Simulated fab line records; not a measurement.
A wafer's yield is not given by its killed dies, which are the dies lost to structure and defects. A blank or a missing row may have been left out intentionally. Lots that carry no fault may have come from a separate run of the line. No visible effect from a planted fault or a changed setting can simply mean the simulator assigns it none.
Split-lot trial + flow n5 finfet + route with 1938 steps; 7 lots, 21 wafers read

== SPLIT DETAILS ==
At N5_ZERO_LAYER_COAT_05 (resist thk 1000 nm), the setting spin rpm was moved away from the recipe's 1500 rpm on 6 of the 21 wafers read, by -10.7% to +8.6%. All remaining wafers had this setting at the recipe value.

The reading is taken at the split's own step.

== THE READING ==
coat_of_ZERO_LAYER_COAT_05.thk nm (the simulator's own value, which no gauge read), in nm, at N5_ZERO_LAYER_COAT_05 (resist thk 1000 nm). The file does not state a usual value for it. Across the 15 wafers here that went through the recipe, the average is 1000.1 nm and the standard deviation 2.1 nm.

| wafer  | tool, chamber at the split | spin rpm as run, rpm | against the recipe | coat_of_ZERO_LAYER_COAT_05.thk nm, nm | against lot-mates on the recipe |
|--------|----------------------------|----------------------|--------------------|---------------------------------------|---------------------------------|
| L079.1 | litho track-02, 0          | 1500                 | recipe             | 998.6                                 | -                               |
| L079.2 | litho track-02, 0          | 1339                 | -10.7%             | 1057                                  | +58.8                           |
| L079.5 | litho track-02, 0          | 1500                 | recipe             | 997.9                                 | -                               |
| L081.1 | litho track-04, 0          | 1500                 | recipe             | 997.4                                 | -                               |
| L081.4 | litho track-04, 0          | 1500                 | recipe             | 997.7                                 | -                               |
| L081.5 | litho track-04, 0          | 1500                 | recipe             | 998.8                                 | -                               |
| L082.2 | litho track-03, 0          | 1500                 | recipe             | 999.4                                 | -                               |
| L082.4 | litho track-03, 0          | 1500                 | recipe             | 1004                                  | -                               |
| L082.5 | litho track-03, 0          | 1500                 | recipe             | 1002                                  | -                               |
| L086.1 | litho track-02, 0          | 1629                 | +8.6%              | 963.4                                 | -37.6                           |
| L086.5 | litho track-02, 0          | 1500                 | recipe             | 1001                                  | -                               |
| L086.6 | litho track-02, 0          | 1629                 | +8.6%              | 966.4                                 | -34.6                           |
| L087.1 | litho track-03, 0          | 1626                 | +8.4%              | 962.4                                 | -40.6                           |
| L087.2 | litho track-03, 0          | 1500                 | recipe             | 1003                                  | -                               |
| L087.5 | litho track-03, 0          | 1500                 | recipe             | 1003                                  | -                               |
| L090.1 | litho track-03, 0          | 1394                 | -7.1%              | 1037                                  | +38.6                           |
| L090.6 | litho track-03, 0          | 1394                 | -7.1%              | 1037                                  | +38.6                           |
| L090.5 | litho track-03, 0          | 1500                 | recipe             | 998.4                                 | -                               |
| L096.2 | litho track-02, 0          | 1500                 | recipe             | 999.6                                 | -                               |
| L096.5 | litho track-02, 0          | 1500                 | recipe             | 1001                                  | -                               |
| L096.6 | litho track-02, 0          | 1500                 | recipe             | 999.5                                 | -                               |

THE FIT
A straight line over all 21 wafers: coat_of_ZERO_LAYER_COAT_05.thk nm changes by -4.74 nm for each +1% of spin rpm; r = -0.99; the points scatter about the line by 2.9 nm.
The same after taking each lot's own level away (the mean of its wafers on the recipe; 21 wafers): -4.93 nm for each +1%; r = -0.99; scatter 2.6 nm.
On that fit, the largest move of spin rpm shifts the reading by 53 nm.
Measured against the standard deviation above, the lots' own levels, which go from 997.97 to 1003.00 nm, span 2.5 times it.
Hence the lot-to-lot level has little effect on the slope; both slopes agree.
Check: with one of the wafers moved furthest among these (-10.7%) left out of the fit, the line predicts +52.1 nm for it against its lot-mates. It came out at +58.8 nm against them.

== THE WHOLE CHAIN: every reading that the file lists as answering this split, in the file's order ==
| step                   | what it does       | reading                                                                            | change (the file's fit)              | r (the file's) |
|------------------------|--------------------|------------------------------------------------------------------------------------|--------------------------------------|----------------|
| N5_ZERO_LAYER_COAT_05  | resist thk 1000 nm | coat_of_ZERO_LAYER_COAT_05.thk nm (the simulator's own value, which no gauge read) | -5.02 nm for each +1% of the setting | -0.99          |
| N5_ZERO_LAYER_STRIP_24 | strips in O2       | strip time to endpoint s                                                           | withheld for each +1% of the setting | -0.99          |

== FILE'S OWN FIT ==
coat_of_ZERO_LAYER_COAT_05.thk nm changes by -5.02 nm for each +1% of spin rpm, r = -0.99.
